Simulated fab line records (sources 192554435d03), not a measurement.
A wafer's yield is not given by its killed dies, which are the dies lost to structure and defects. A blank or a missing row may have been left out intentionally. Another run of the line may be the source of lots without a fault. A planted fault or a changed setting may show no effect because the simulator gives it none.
Chamber matching -- flow n5_finfet -- N5_BEOL_M2_PRE_CLEAN_60 on cvd_co-02 has 3 sister chambers
The step time 15 s. 3 wafers are shown with their chamber, then 12 later ones without.

WAFERS, EACH WITH ITS CHAMBER
wafer,chamber,heater_power_outer_w (W)
L091.4,1,30
L092.4,0,9
L092.6,2,14

WAFERS MISSING THEIR CHAMBER
wafer,heater_power_outer_w (W)
L093.2,9
L093.3,13
L093.6,14
L095.4,14
L095.5,10
L095.6,30
L097.2,13
L097.3,30
L097.6,30
L096.1,14
L096.3,9
L096.5,10

WHICH CHAMBER EACH WENT THROUGH
wafer,from the rows above,in truth
L093.2,0,0
L093.3,2,2
L093.6,2,2
L095.4,2,2
L095.5,0,0
L095.6,1,1
L097.2,2,2
L097.3,1,1
L097.6,1,1
L096.1,2,2
L096.3,0,0
L096.5,0,0
Correctly placed: 12 of 12. From these rows, 0 cannot be placed. Number placed wrongly: 0.
How it was worked out, from the rows above alone: a wafer's distance from a chamber is the root of the sum, over the readings, of the square of ((its reading less the chamber's mean) divided by the reading's scatter). The wafer belongs to the nearest chamber; if the next one is less than 2 further off, it can't be placed. Each chamber's mean is taken over the wafers shown for it. The scatter: root of mean squared gap, hidden wafer to nearest shown wafer, with one shown wafer a chamber.
